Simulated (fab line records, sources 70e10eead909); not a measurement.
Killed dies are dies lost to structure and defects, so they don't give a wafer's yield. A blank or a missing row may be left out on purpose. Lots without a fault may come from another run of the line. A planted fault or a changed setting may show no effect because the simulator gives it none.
fab line records | flow nand_harc
record lots=6 wafers=18 last_day=31
route steps=1302 shown A_CHANNEL_HOLE_D2@606 A_CHANNEL_FILL_D2@610 A_STAIRCASE@639 END@1301
lots that met no fault: from a run of the same line without faults
start_h: hours from the record's first day to the start of the lot's first wafer shown | wait_h: hours since the lot's step before | " the same as in the row above | L1.1+2: a row that stands for several wafers | - no value, or no start given | * or withheld: withheld | < > ~ a bound
route shown NAME@n: a module of which the file shows steps, and the number in the route of the first | usual: mean/standard deviation of fault-free wafers | same: alike in all rows | chamber/n: place in a boat | sites: the reading at each site | _std_site: their standard deviation | _edge_site: outer sites' mean less inner sites' | radius_mm: how far each site lies from the wafer's centre | mask NAME#n: copy n | behind: the tool/chamber that last shaped the wafer | hold: why the lot was held/for how many hours/how that ended | device: the transistor (n, p or np) that didn't switch | end of line: the same wafers' tests at the end of the route | a step without rows: its recipe alone | killed: dies lost to structure and defects at the first sort, not the wafer's yield | map: a wafer's dies, x killed, . not, _ none there
set.NAME: the setting as run; set.NAME@STEP: as run at that earlier step | model.NAME: the simulator's own value behind a step, which no gauge read
lots at some steps of the route; a table a step, a row a wafer
services: from which hour (start_h, from the record's first day; less than 0 if before it) a tool's chamber was out of use, for how many hours, and why
## steps
# step NHARC_A_CHANNEL_HOLE_D2_SRD_30
# step NHARC_A_CHANNEL_HOLE_D2_CD_MEAS_31
# usual cd_nm=89.5/1.7
# columns lot.wafer tool chamber start_h wait_h cd_nm
L488.3 cd_sem-03 - 305.24 - 90.0
L488.4 " - " " 87.7
L488.6 " - " " 89.8
L492.1 cd_sem-03 - 328.71 - 90.4
L492.4 " - " " 89.9
L492.5 " - " " 88.1
L496.3 cd_sem-03 - 377.71 - 89.7
L496.4 " - " " 88.0
L496.6 " - " " 89.4
L497.1 cd_sem-03 - 380.84 - 88.4
L497.2 " - " " 89.0
L497.5 " - " " 87.7
L505.2 cd_sem-03 - 465.04 - 87.7
L505.5 " - " " 86.9
L505.6 " - " " 91.5
L506.2 cd_sem-03 - 479.07 0.1 90.6
L506.3 " - " " 88.0
L506.6 " - " " 89.7
# step NHARC_A_CHANNEL_HOLE_D2_XSEM_32
# recipe landing_energy_ev=35000
# step NHARC_A_CHANNEL_HOLE_D2_INSPECT_40
# usual raw_defect_count=278/75
# columns lot.wafer tool chamber start_h wait_h raw_defect_count
L488.3 defect_inspect-01 - 305.42 - 287
L488.4 " - " " 353
L488.6 " - " " 532
L492.1 defect_inspect-01 - 328.90 - 324
L492.4 " - " " 381
L492.5 " - " " 318
L496.3 defect_inspect-02 - 384.78 - 234
L496.4 " - " " 238
L496.6 " - " " 268
L497.1 defect_inspect-02 - 384.82 - 214
L497.2 " - " " 261
L497.5 " - " " 250
L505.2 defect_inspect-01 - 465.22 - 259
L505.5 " - " " 314
L505.6 " - " " 271
L506.2 defect_inspect-02 - 479.26 - 248
L506.3 " - " " 247
L506.6 " - " " 241
# step NHARC_A_CHANNEL_FILL_D2_PRECLEAN_00
# recipe time_s=* temp_c=50 bath_age_min=0 chemistry=SC1
# step NHARC_A_CHANNEL_FILL_D2_SRD_01
# step NHARC_A_CHANNEL_FILL_D2_ALD_02
# recipe target_thk_a=60 pulse_time_s=10 ald_cycles=60 temp_c=300 material=SiO2
# step NHARC_A_CHANNEL_FILL_D2_ALD_03
# recipe target_thk_a=60 pulse_time_s=60 ald_cycles=58 temp_c=630 pressure_torr=2 material=SiNx
# step NHARC_A_CHANNEL_FILL_D2_ALD_14
# recipe target_thk_a=25 pulse_time_s=10 ald_cycles=25 temp_c=300 material=SiO2
# usual heater_power_w=449/52 precursor_pulse_height_rel=1.001/0.019 susceptor_temp_C=299.97/0.18
# same ald_cycles=25
# columns lot.wafer tool chamber start_h wait_h heater_power_w precursor_pulse_height_rel susceptor_temp_C
L488.4 ald_hk-02 3 312.65 0.0 517 1.004 300.02
L488.3 " 1 " " 424 1.016 299.93
L488.6 " 0 " " 550 1.013 300.31
L492.1 ald_hk-03 0 336.38 0.1 425 1.034 299.87
L492.4 " 1 " " 339 0.983 299.89
L492.5 " 3 " " 471 1.002 299.68
L496.4 ald_hk-01 1 394.75 2.8 423 1.009 299.98
L496.3 " 2 " " 429 1.028 300.24
L496.6 " 0 " " 516 1.005 300.01
L497.1 ald_hk-01 2 395.01 3.1 431 1.043 299.93
L497.2 " 3 " " 432 0.973 300.09
L497.5 " 0 " " 524 1.011 299.91
L505.2 ald_hk-02 3 473.76 2.3 534 1.025 300.25
L505.6 " 1 " " 433 0.976 299.87
L505.5 " 2 " " 414 0.971 300.07
L506.2 ald_hk-03 3 486.56 0.1 447 1.000 300.01
L506.3 " 0 " " 432 1.019 299.94
L506.6 " 2 " " 414 1.011 300.23
# step NHARC_A_CHANNEL_FILL_D2_ALD_15
# recipe target_thk_a=20 pulse_time_s=60 ald_cycles=19 temp_c=630 pressure_torr=2 material=SiNx
# step NHARC_A_CHANNEL_FILL_D2_ALD_16
# recipe target_thk_a=15 pulse_time_s=10 ald_cycles=15 temp_c=300 material=SiO2
# step NHARC_A_CHANNEL_FILL_D2_ANNEAL_17
# recipe temp_c=850 time_s=1800
# step NHARC_A_CHANNEL_FILL_D2_CVD_18
# recipe target_thk_a=30 temp_c=550 material=poly-Si
# usual spike_tc_centre_C=550.8/1 spike_tc_top_C=574/3.2
# columns lot.wafer tool chamber start_h wait_h spike_tc_centre_C spike_tc_top_C
L488.3 lpcvd_poly-02 0 324.58 - 551.0 576
L488.4 " 0 " " 550.0 575
L488.6 " 0 " " 551.9 578
L492.1 lpcvd_poly-03 0 354.57 - 551.5 573
L492.4 " 0 " " 550.7 570
L492.5 " 0 " " 551.4 571
L496.3 lpcvd_poly-02 0 409.65 - 553.0 577
L496.4 " 0 " " 549.3 576
L496.6 " 0 " " 551.1 578
L497.1 lpcvd_poly-02 0 409.65 - 550.4 576
L497.2 " 0 " " 549.0 573
L497.5 " 0 " " 551.6 577
L505.2 lpcvd_poly-03 0 488.79 - 551.9 572
L505.5 " 0 " " 550.2 570
L505.6 " 0 " " 550.9 571
L506.2 lpcvd_poly-02 0 502.24 - 551.4 576
L506.3 " 0 " " 550.8 575
L506.6 " 0 " " 549.9 575
# step NHARC_A_CHANNEL_FILL_D2_ETCHBACK_19
# recipe target_depth_a=50 time_s=1.7 hbr_flow_sccm=150 cl2_flow_sccm=50 rf_w=400 icp_w=400 bias_w=100 chemistry=HBr/Cl2
# usual drypump_motor_current_A=5.8/0.4 hbr_flow_sccm=150.0/0.49 oes_product_au=1.001/0.011 throttle_valve_pct=26.406/0.009
# columns lot.wafer tool chamber start_h wait_h drypump_motor_current_A hbr_flow_sccm oes_product_au rf_hours_counter_h throttle_valve_pct
L488.4 rie_si-03 2 326.68 0.4 5.2 149.4 1.016 0.4 26.390
L488.3 " 3 " " 5.1 149.7 0.996 0.5 26.421
L488.6 " 0 " " 5.7 150.9 0.985 - 26.420
L492.1 rie_si-06 3 356.65 0.4 6.2 150.2 0.997 0.7 26.407
L492.4 " 0 " " 5.7 149.5 0.988 0.5 26.409
L492.5 " 2 " " 5.8 149.2 1.010 - 26.396
L497.1 rie_si-06 0 411.71 0.4 5.7 149.3 0.996 0.9 26.402
L497.2 " 2 " " 5.8 149.7 1.012 0.8 26.402
L497.5 " 1 " " 5.9 150.7 0.998 - 26.400
L496.4 rie_si-04 1 411.71 0.4 5.1 150.1 0.979 0.3 26.416
L496.3 " 3 " " 5.7 149.6 0.996 0.3 26.393
L496.6 " 2 " " 6.6 150.5 1.014 - 26.391
L505.2 rie_si-03 3 490.89 0.4 5.1 149.7 0.985 0.7 26.407
L505.5 " 2 " " 5.2 151.2 1.002 - 26.408
L505.6 " 3 " " 5.1 149.6 0.985 - 26.407
L506.2 rie_si-06 3 504.32 0.4 6.1 149.6 0.984 0.3 26.405
L506.3 " 1 " " 5.9 150.9 1.005 0.3 26.398
L506.6 " 3 " " 6.2 150.3 0.999 - 26.402
# step NHARC_A_CHANNEL_FILL_D2_ETCHBACK_20
# recipe target_depth_a=270 time_s=13.5 c4f8_flow_sccm=withheld o2_flow_sccm=8 ar_flow_sccm=withheld rf_w=600 bias_w=1500 chemistry=C4F8/O2/Ar
# step NHARC_A_CHANNEL_FILL_D2_STRIP_28
# recipe time_s=20 o2_flow_sccm=500 ar_flow_sccm=0 bias_w=0 chemistry=O2
# step NHARC_A_CHANNEL_FILL_D2_PRECLEAN_21
# recipe time_s=30 chemistry=dHF
# step NHARC_A_CHANNEL_FILL_D2_SRD_23
# step NHARC_A_CHANNEL_FILL_D2_CVD_05
# recipe target_thk_a=50 temp_c=550 material=poly-Si
# step NHARC_A_CHANNEL_FILL_D2_ANNEAL_22
# recipe temp_c=620 time_s=7200
# step NHARC_A_CHANNEL_FILL_D2_ALD_25
# recipe target_thk_a=600 pulse_time_s=10 ald_cycles=600 temp_c=300 material=SiOx
# usual heater_power_w=450/54 precursor_pulse_height_rel=1.000/0.023 susceptor_temp_C=300.00/0.19
# same ald_cycles=600
# columns lot.wafer tool chamber start_h wait_h heater_power_w precursor_pulse_height_rel susceptor_temp_C
L488.4 ald_hk-03 1 338.26 0.0 333 1.015 299.99
L488.3 " 3 339.48 1.3 482 1.004 300.13
L488.6 " 2 341.31 3.1 422 1.022 300.15
L492.1 ald_hk-03 3 374.26 0.8 483 1.020 299.85
L492.4 " 2 376.08 2.7 420 1.015 299.94
L492.5 " 3 " " 455 0.967 300.08
L497.2 ald_hk-02 3 423.83 0.1 534 1.006 300.17
L497.1 " 1 425.06 1.3 436 1.021 300.07
L497.5 " 0 426.90 3.1 526 0.983 300.20
L496.4 ald_hk-01 1 424.45 0.7 413 1.012 299.82
L496.3 " 2 " " 434 0.995 299.90
L496.6 " 1 426.92 3.1 408 0.942 300.24
L505.2 ald_hk-01 0 504.19 1.9 494 0.986 300.24
L505.6 " 1 " " 417 1.064 300.01
L505.5 " 2 " " 407 0.955 300.26
L506.2 ald_hk-02 0 517.11 0.7 543 0.971 299.92
L506.3 " 1 " " 451 0.955 300.08
L506.6 " 0 519.59 3.1 539 0.968 300.01
# step NHARC_A_CHANNEL_FILL_D2_ETCHBACK_08
# recipe target_depth_a=2200 time_s=110 c4f8_flow_sccm=20 ar_flow_sccm=withheld rf_w=600 bias_w=300 chemistry=C4F8
# usual oes_product_au=0.97/0.036 rf_vpp_V=441.4/2.3
# columns lot.wafer tool chamber start_h wait_h oes_product_au rf_hours_counter_h rf_vpp_V
L488.3 rie_diel-03 1 - - 0.96 1 440.4
L488.4 " 0 " " 0.97 1 441.9
L488.6 " 2 " " 0.93 - 441.0
L492.4 rie_diel-13 3 - - 0.99 1 435.9
L492.1 " 1 " " 1.00 1 439.3
L492.5 " 3 " " 0.99 - 436.8
L497.2 rie_diel-03 1 - - 0.93 4 440.5
L497.1 " 0 " " 0.92 4 443.3
L497.5 " 1 " " 0.93 - 440.0
L496.3 rie_diel-11 1 - - 1.01 23 441.4
L496.4 " 3 " " 1.01 29 443.6
L496.6 " 1 " " 1.01 - 443.8
L505.2 rie_diel-13 0 - - 1.00 4 440.9
L505.6 " 1 " " 1.01 - 437.6
L505.5 " 2 " " 1.01 - 441.7
L506.2 rie_diel-11 3 - - 1.02 12 444.2
L506.3 " 0 " " 0.99 12 439.6
L506.6 " 3 " " 1.02 - 442.5
# step NHARC_A_CHANNEL_FILL_D2_STRIP_29
# recipe time_s=20 o2_flow_sccm=500 ar_flow_sccm=0 bias_w=0 chemistry=O2
# usual drypump_motor_current_A=5.9/0.44 oes_product_au=1.006/0.011 rf_vpp_V=57.9/0.82 showerhead_plenum_p_Torr=3.56/0.13 throttle_valve_pct=17.037/0.0091
# columns lot.wafer tool chamber start_h wait_h drypump_motor_current_A oes_product_au rf_hours_counter_h rf_vpp_V showerhead_plenum_p_Torr throttle_valve_pct
L488.3 rie_diel-03 1 - - 6.0 1.004 1 57.3 3.53 17.038
L488.4 " 3 " " 6.5 0.996 1 58.0 3.78 17.045
L488.6 " 2 " " 5.3 0.999 - 58.9 3.56 17.037
L492.4 rie_diel-13 2 - - 6.1 1.012 1 57.5 3.56 17.025
L492.1 " 3 " " 6.4 1.004 1 57.1 3.31 17.035
L492.5 " 1 " " 6.3 1.017 - 59.5 3.39 17.051
L497.1 rie_diel-03 0 - - 5.3 0.987 4 58.0 3.62 17.029
L497.2 " 3 " " 6.5 0.999 3 58.7 3.78 17.024
L497.5 " 0 " " 5.3 0.989 - 56.5 3.62 17.042
L496.4 rie_diel-11 2 - - 5.4 0.998 26 56.5 3.61 17.049
L496.3 " 0 " " 5.8 1.000 29 57.0 3.47 17.038
L496.6 " 3 " " 6.3 1.013 - 57.9 3.70 17.032
L505.2 rie_diel-13 2 - - 6.1 1.018 4 57.6 3.55 17.033
L505.5 " 3 " " 6.4 1.011 - 57.3 3.31 17.033
L505.6 " 0 " " 5.7 1.013 - 57.9 3.51 17.032
L506.3 rie_diel-11 3 - - 6.3 1.016 12 58.1 3.69 17.048
L506.2 " 1 " " 6.0 1.009 11 58.3 3.58 17.047
L506.6 " 0 " " 5.8 0.988 - 56.9 3.46 17.017
# step NHARC_A_CHANNEL_FILL_D2_PRECLEAN_30
# recipe time_s=30 chemistry=dHF
# step NHARC_A_CHANNEL_FILL_D2_SRD_31
# step NHARC_A_CHANNEL_FILL_D2_CVD_09
# recipe target_thk_a=1500 temp_c=620 pressure_mtorr=200 time_s=3000 material=poly-Si
# step NHARC_A_CHANNEL_FILL_D2_CMP_10
# recipe target_thk_nm=150
# step NHARC_A_CHANNEL_FILL_D2_SRD_12
# step NHARC_A_CHANNEL_FILL_D2_RTA_24
# recipe temp_c=1000 time_s=5
# step NHARC_A_CHANNEL_FILL_D2_INSPECT_13
# usual raw_defect_count=429/170
# columns lot.wafer tool chamber start_h wait_h raw_defect_count
L488.3 defect_inspect-01 - 350.21 0.1 552
L488.4 " - " " 515
L488.6 " - " " 426
L492.1 defect_inspect-02 - 386.68 0.2 668
L492.4 " - " " 810
L492.5 " - " " 447
L497.1 defect_inspect-01 - 435.77 0.2 264
L497.2 " - " " 188
L497.5 " - " " 366
L496.3 defect_inspect-02 - 435.78 0.1 322
L496.4 " - " " 349
L496.6 " - " " 418
L505.2 defect_inspect-02 - 514.24 0.1 183
L505.5 " - " " 207
L505.6 " - " " 220
L506.2 defect_inspect-01 - 528.50 0.1 650
L506.3 " - " " 427
L506.6 " - " " 402
# step NHARC_A_STAIRCASE_DEP_156
# recipe target_thk_a=500 temp_c=400 target_thk_nm=50 flow_sccm=200 rf_w=450 material=SiNx
# step NHARC_A_STAIRCASE_DEHYDRATE_158
# recipe temp_c=150 time_s=120
# step NHARC_A_STAIRCASE_HMDS_159
# recipe time_s=30
# step NHARC_A_STAIRCASE_COAT_160
# recipe spin_rpm=1200
# step NHARC_A_STAIRCASE_SOFTBAKE_161
# recipe temp_c=135 time_s=170
# step NHARC_A_STAIRCASE_EBR_162
# step NHARC_A_STAIRCASE_EXPOSE_163
# recipe na=0.5 dose_mj=20.01 mask_id=STAIR_OPEN
# step NHARC_A_STAIRCASE_PEB_164
# recipe peb_temp_c=115 peb_time_s=130
# step NHARC_A_STAIRCASE_DEVELOP_165
# recipe time_s=140
# step NHARC_END_WLT_00
# usual VT_DECK1_BOTTOM=0.875/0.0082 VT_DECK1_BOTTOM_INNER=0.875/0.008 VT_DECK1_MEDIAN_NEAR_BOTTOM=0.876/0.0079 VT_DECK1_MEDIAN_NEAR_BOTTOM_INNER=0.875/0.0083 VT_DECK1_MIDDLE=0.888/0.0074 VT_DECK1_MIDDLE_INNER=0.888/0.007 VT_DECK1_TOP=0.900/0.0065 VT_DECK1_TOP_INNER=0.900/0.0072 VT_DECK2_BOTTOM=0.873/0.007 VT_DECK2_BOTTOM_INNER=0.872/0.0071 VT_DECK2_MEDIAN_NEAR_BOTTOM=0.873/0.0068 VT_DECK2_MEDIAN_NEAR_BOTTOM_INNER=0.874/0.0072 VT_DECK2_MIDDLE=0.887/0.0061 VT_DECK2_MIDDLE_INNER=0.886/0.0066 VT_DECK2_TOP=0.899/0.0064 VT_DECK2_TOP_INNER=0.899/0.0063
# columns lot.wafer tool chamber start_h wait_h VT_DECK1_BOTTOM VT_DECK1_BOTTOM_INNER VT_DECK1_MEDIAN_NEAR_BOTTOM VT_DECK1_MEDIAN_NEAR_BOTTOM_INNER VT_DECK1_MIDDLE VT_DECK1_MIDDLE_INNER VT_DECK1_TOP VT_DECK1_TOP_INNER VT_DECK2_BOTTOM VT_DECK2_BOTTOM_INNER VT_DECK2_MEDIAN_NEAR_BOTTOM VT_DECK2_MEDIAN_NEAR_BOTTOM_INNER VT_DECK2_MIDDLE VT_DECK2_MIDDLE_INNER VT_DECK2_TOP VT_DECK2_TOP_INNER
L488.3 prober-02 - 565.69 8.9 0.875 0.878 0.874 0.882 0.891 0.895 0.906 0.905 0.876 0.874 0.875 0.875 0.886 0.886 0.893 0.891
L488.4 " - " " 0.879 0.878 0.883 0.887 0.895 0.901 0.912 0.904 0.866 0.856 0.866 0.868 0.878 0.879 0.895 0.897
L488.6 " - 567.21 10.4 0.890 0.890 0.888 0.881 0.899 0.900 0.910 0.911 0.872 0.866 0.872 0.866 0.883 0.881 0.899 0.900
L492.1 prober-02 - 588.17 0.1 0.877 0.870 0.877 0.877 0.890 0.888 0.896 0.901 0.884 0.880 0.883 0.872 0.895 0.884 0.921 0.908
L492.4 " - 589.66 1.5 0.870 0.874 0.878 0.873 0.888 0.885 0.899 0.898 0.874 0.885 0.877 0.888 0.895 0.891 0.912 0.909
L492.5 " - " " 0.880 0.873 0.872 0.874 0.884 0.882 0.895 0.904 0.871 0.879 0.876 0.875 0.890 0.892 0.906 0.904
L497.2 prober-01 - 640.24 0.5 0.857 0.865 0.859 0.869 0.888 0.884 0.897 0.898 0.946 0.933 0.936 0.946 0.967 0.963 0.976 0.985
L497.5 " - 641.74 2.0 0.870 0.869 0.874 0.867 0.876 0.882 0.899 0.896 0.935 0.936 0.935 0.932 0.955 0.964 0.982 0.984
L496.3 prober-02 - 640.77 1.1 0.868 0.870 0.869 0.866 0.889 0.883 0.896 0.897 0.938 0.942 0.940 0.944 0.950 0.958 0.977 0.972
L496.4 " - " " 0.876 0.873 0.871 0.873 0.878 0.889 0.892 0.895 0.924 0.937 0.938 0.935 0.964 0.952 0.979 0.974
L496.6 " - 642.29 2.6 0.883 0.876 0.876 0.873 0.885 0.889 0.895 0.898 0.936 0.940 0.942 0.946 0.958 0.966 0.968 0.965
L505.2 prober-01 - 717.57 0.5 0.870 0.870 0.868 0.882 0.884 0.881 0.893 0.908 0.866 0.862 0.866 0.868 0.886 0.879 0.905 0.888
L505.5 " - 719.06 2.0 0.871 0.878 0.879 0.869 0.875 0.887 0.901 0.907 0.867 0.864 0.863 0.859 0.878 0.879 0.896 0.895
L505.6 " - " " 0.869 0.867 0.864 0.864 0.894 0.889 0.896 0.897 0.874 0.874 0.868 0.877 0.887 0.884 0.896 0.900
L506.2 prober-01 - 736.09 0.5 0.865 0.874 0.876 0.866 0.868 0.877 0.889 0.890 0.868 0.874 0.868 0.884 0.892 0.886 0.897 0.895
L506.3 " - " " 0.866 0.856 0.864 0.858 0.878 0.867 0.893 0.893 0.863 0.856 0.867 0.860 0.876 0.875 0.893 0.894
L506.6 " - 738.10 2.6 0.858 0.861 0.862 0.863 0.873 0.875 0.885 0.890 0.869 0.871 0.873 0.864 0.893 0.876 0.895 0.898
# step NHARC_END_SORT_01
# recipe temp_c=25
# usual killed_at_array=61/26 killed_at_other=0.8/1.1 killed_at_periphery=4.0/2.6 killed_dies=66/26 killed_open=3.1/1.7 killed_short=2.5/1.5
# same gross_dies=677
# columns lot.wafer tool chamber start_h wait_h killed_at_array killed_at_other killed_at_periphery killed_dies killed_open killed_short
L492.1 prober-02 0 591.15 2.5 86 0 4 90 1 4
L492.4 prober-02 0 593.51 3.4 112 0 5 117 5 3
L492.5 prober-02 0 594.30 3.6 89 1 1 91 2 2
L497.1 prober-01 0 642.74 2.5 421 0 3 424 5 6
L497.2 prober-01 0 643.54 2.8 336 2 4 342 3 2
L497.5 prober-01 0 645.93 3.7 343 4 2 349 1 1
L496.3 prober-02 0 644.42 3.1 373 0 4 377 4 1
L496.4 prober-02 0 645.23 3.5 354 0 7 361 3 0
L496.6 prober-02 0 646.86 4.1 368 1 3 372 4 2
L506.2 prober-01 0 739.42 2.8 57 0 8 65 1 1
L506.3 prober-01 0 740.23 3.1 54 0 12 66 5 0
L506.6 prober-01 0 742.68 4.1 53 0 10 63 8 0
# killed by level:class
L492.1 A_SLIT:chamber_film_flake=29 A_CHANNEL_HOLE_D2:chamber_film_flake=25 A_CHANNEL_HOLE_D1:chamber_film_flake=19 A_CONTACT:chamber_film_flake=4 A_STAIRCASE:chamber_film_flake=3 P_GATE:chamber_film_flake=2 P_STI:geometric_particle:short=1 A_CHANNEL_FILL_D1:geometric_particle:short=1
L492.4 A_CHANNEL_HOLE_D1:chamber_film_flake=41 A_CHANNEL_HOLE_D2:chamber_film_flake=31 A_SLIT:chamber_film_flake=28 P_GATE:chamber_film_flake=3 A_CONTACT:chamber_film_flake=3 A_STAIRCASE:chamber_film_flake=2 P_GATE:geometric_particle:open=1 P_M1:geometric_particle:open=1
L492.5 A_CHANNEL_HOLE_D1:chamber_film_flake=31 A_CHANNEL_HOLE_D2:chamber_film_flake=24 A_SLIT:chamber_film_flake=24 A_CONTACT:chamber_film_flake=4 P_CONTACT:geometric_particle:open=1 A_ONON_D1:geometric_particle:short=1 A_CHANNEL_FILL_D2:geometric_particle:open=1 A_WL_FILL:geometric_particle:short=1
L497.1 A_CHANNEL_FILL_D2:area_cvd=381 A_CHANNEL_HOLE_D2:chamber_film_flake=15 A_CONTACT:chamber_film_flake=4 A_CHANNEL_HOLE_D1:chamber_film_flake=3 A_CHANNEL_FILL_D2:geometric_particle:open=2 A_ZERO_WELL:chamber_film_flake=2 A_CHANNEL_FILL_D1:chamber_film_flake=2 A_DECK1_JOINT:chamber_film_flake=2
L497.2 A_CHANNEL_FILL_D2:area_cvd=295 A_CHANNEL_HOLE_D2:chamber_film_flake=16 A_SLIT:chamber_film_flake=7 A_CHANNEL_HOLE_D1:chamber_film_flake=4 A_WL_FILL:chamber_film_flake=3 A_CONTACT:chamber_film_flake=3 P_ZERO_WELL:chamber_film_flake=2 A_STAIRCASE:chamber_film_flake=2
L496.3 A_CHANNEL_FILL_D2:area_cvd=274 A_SLIT:chamber_film_flake=35 A_CHANNEL_HOLE_D2:chamber_film_flake=31 A_CHANNEL_HOLE_D1:chamber_film_flake=28 P_CONTACT:geometric_particle:open=1 A_WL_FILL:geometric_particle:short=1 A_WL_FILL:geometric_particle:open=1 A_CONTACT:geometric_particle:open=1
L496.4 A_CHANNEL_FILL_D2:area_cvd=277 A_SLIT:chamber_film_flake=27 A_CHANNEL_HOLE_D2:chamber_film_flake=23 A_CHANNEL_HOLE_D1:chamber_film_flake=18 A_CONTACT:chamber_film_flake=3 P_GATE:chamber_film_flake=2 A_STAIRCASE:chamber_film_flake=2 P_GATE:geometric_particle:open=1
L497.5 A_CHANNEL_FILL_D2:area_cvd=309 A_CHANNEL_HOLE_D2:chamber_film_flake=14 A_CHANNEL_HOLE_D1:chamber_film_flake=8 A_SLIT:chamber_film_flake=5 THIN_TSV:chamber_film_flake=4 A_CONTACT:chamber_film_flake=3 A_CHANNEL_FILL_D1:geometric_particle:open=1 A_SGD_CUT:geometric_particle:short=1
L496.6 A_CHANNEL_FILL_D2:area_cvd=281 A_SLIT:chamber_film_flake=33 A_CHANNEL_HOLE_D2:chamber_film_flake=23 A_CHANNEL_HOLE_D1:chamber_film_flake=20 A_SGD_CUT:geometric_particle:open=2 A_DECK1_JOINT:chamber_film_flake=2 A_CONTACT:chamber_film_flake=2 P_GATE:geometric_particle:open=1
L506.2 A_CHANNEL_HOLE_D1:chamber_film_flake=22 A_CHANNEL_HOLE_D2:chamber_film_flake=20 A_CONTACT:chamber_film_flake=9 P_CONTACT:chamber_film_flake=6 A_ZERO_WELL:chamber_film_flake=2 A_STAIRCASE:chamber_film_flake=2 P_CONTACT:geometric_particle:short=1 A_CHANNEL_FILL_D1:geometric_particle:open=1
L506.3 A_CHANNEL_HOLE_D2:chamber_film_flake=23 P_CONTACT:chamber_film_flake=9 A_CHANNEL_HOLE_D1:chamber_film_flake=9 A_CONTACT:chamber_film_flake=8 A_SLIT:chamber_film_flake=5 A_ZERO_WELL:chamber_film_flake=3 A_ONON_D1:geometric_particle:open=1 A_CHANNEL_HOLE_D1:geometric_particle:open=1
L506.6 A_CHANNEL_HOLE_D2:chamber_film_flake=23 A_CHANNEL_HOLE_D1:chamber_film_flake=10 A_CONTACT:chamber_film_flake=8 P_CONTACT:chamber_film_flake=7 A_SLIT:chamber_film_flake=4 A_ONON_D1:geometric_particle:open=3 A_M1:geometric_particle:open=2 P_CONTACT:geometric_particle:open=1
# map L496.3 (x killed, . not)
____________x____________
_________..xxxxx_________
_______xxxx.x..x.x_______
______x.x.xx.....xx______
_____..xx.x..xxx...._____
____xxxxxxx.xx.x.x...____
____.xxxxxx.xxx.xxx.x____
___x.xx.x.x.x.xxx.x.x.___
___xx.xxx.x...xxxxxx.x___
__xxx.x.xx..x.xx.xxxxx.__
__.xxxxx.xxxx.xxxxxxx.x__
_x.xxx...x.x..xxxxxx.xx._
_xxxxx.x.x...x.xxxx...xx_
_.xxxxxxxxx..xxxx..xxxxx_
_xxx.x..x....xx....xx..x_
_xx..xx........x....xx.._
xxxxxxx..x.x.......x..x..
...x..xx.x.x.xx.xx..xxxx.
x..xxx..xx...x...xx...x..
x.xxxxxx.x.xxx........x..
.xx.x.xxxx..x.xxx.x......
_xxxxx.x.x..xxxxx.....x._
_xxxx.x.xx.x.xxxx......._
_xxxx...xxxxxxxxxx...x.._
_xx.x..x.x.x.x.xx......._
_..xxxxx.xxxxxxxxx.xxx.x_
__.xxx..xx.xx..xxxxxx..__
__xxx....x.xxxxxx.x.x..__
___.xxxxx....xx..x....___
___.....x.x.xx..xx.xx.___
____xxx.xx.x....x..xx____
____.xxx.xx..xx.xxx.x____
_____xx.xx.xx.xx.xxx_____
______.x.xxx.x....x______
_______.x.x......._______
_________.xxx.xx_________
____________.____________
# map L497.1 (x killed, . not)
____________x____________
_________..x...._________
_______...x....x.._______
______x.xx.x.x.x...______
_____....xxxxx......_____
____.xxx..xxxx..x..x.____
____xx..xx...xx..x...____
___..x..xxx...xxxx.xx.___
___.x...xxx..xxxx...x.___
__..x.x.xxxxx.xx..xx...__
__..xxxxx.xx.xxxx.xx...__
_.x.xxx..xxxxxxxxx..x..._
_x..xx.xxxxxxxxx.xx.xxx._
_xx..xxxx.xxxxxxxxx.x..._
_xx.xxxx.xxxxxxx.xx..xx._
_x.xxxxxxxxxxxxx.x.xxx.x_
...xxxx.xxxxxxxxxx.xx....
...xx.xxxxxxx.xxxxxxx...x
....x.xxx.xxxxxxxxxxx...x
.xxxxxxxxxxxx.xxxxxxx....
x.xxxxxxxxxxxxxxxx.x.....
_xx.xxxxxxxxxxxxxxxxxxxx_
_..xx.xxxxxxxxxxxxx.x..._
_.xxxxxxxxxxxxxxxxxxx.x._
_x.xxxxxxxx.xxxxxxxxxx.._
_..x.xxxxxxxxxxxxxxxxxx._
__..xxxxxxx.xxxxxxx.xx.__
__..xxxx.xxxxx.x.x.....__
___.xxxx.xxxxxx.xxxx.x___
___...xxxxxxx.x.xx.x.x___
____..x..xxxx.x.xxx..____
____x..x...xxx...x...____
_____..x.x..xx...x.._____
______xxx....x.....______
_______..x.xx.xx.x_______
_________..x...._________
____________.____________
## services
# columns tool chamber start_h hours kind
rie_diel-03 - 294.67 1.5 repair
ald_hk-01 - 296.00 10.0 pm
rie_si-06 0 300.42 3.3 repair
rie_diel-03 2 332.04 8.3 repair
rie_diel-13 - 342.00 9.0 pm
rie_diel-11 1 351.04 13.3 repair
rie_diel-13 - 351.75 0.1 repair
ald_hk-02 - 353.74 10.0 pm
rie_diel-03 0 376.36 1.7 repair
rie_diel-03 2 377.17 21.9 repair
ald_hk-02 - 379.74 11.0 repair
ald_hk-03 - 390.94 10.0 pm
rie_diel-13 3 420.31 11.3 repair
rie_diel-11 - 432.66 9.0 pm
rie_diel-03 0 437.88 1.8 repair
rie_diel-03 2 443.07 1.4 repair
rie_diel-03 - 458.30 9.0 pm
rie_diel-13 - 465.81 0.3 repair
rie_diel-03 3 480.83 3.5 repair
ald_hk-02 - 487.98 1.1 repair
rie_diel-11 2 496.57 14.7 repair
rie_diel-03 0 504.60 4.8 repair
lpcvd_poly-02 - 517.64 10.1 repair
rie_diel-13 - 519.00 9.0 pm
## key
first_sign step=NHARC_END_WLT_00 reading=VT_DECK2_TOP_INNER direction=up sigmas=12 usual=0.899 struck=0.976
effect step=NHARC_END_WLT_00 reading=VT_DECK2_TOP direction=up sigmas=12 usual=0.899 struck=0.976
effect step=NHARC_END_SORT_01 reading=killed_at_array direction=up sigmas=12 usual=61 struck=366
more_kills_born_at NHARC_A_CHANNEL_FILL_D2_CVD_18@lpcvd_poly-02=1817
met_at NHARC_A_CHANNEL_FILL_D2_CVD_18
struck_wafers L496.3,L496.4,L496.6,L497.1,L497.2,L497.5
later_rows_left_out L497.1
tester_left_out L496,L497
onset_between 324.58 409.65
also_fits NHARC_A_CHANNEL_FILL_D2_ALD_14:ald_hk-01
fault kind=process_parameter_drift tool=lpcvd_poly-02 chamber=- onset_h=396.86 steps=NHARC_A_CHANNEL_FILL_D2_CVD_18 channel=target_thk_a offset=* shape=step end_h=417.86 acts_in=* stated=*
# tester_left_out: of these lots the tester's yield and bins aren't shown, on N5 and GAA mostly nor the transistor test; their killed dies are dies lost to structure and defects alone, not to doping, threshold or leakage, so they don't give the yield
# later_rows_left_out: the simulator's readings of these wafers behind a module that went badly wrong aren't trusted and aren't shown, but for the sort
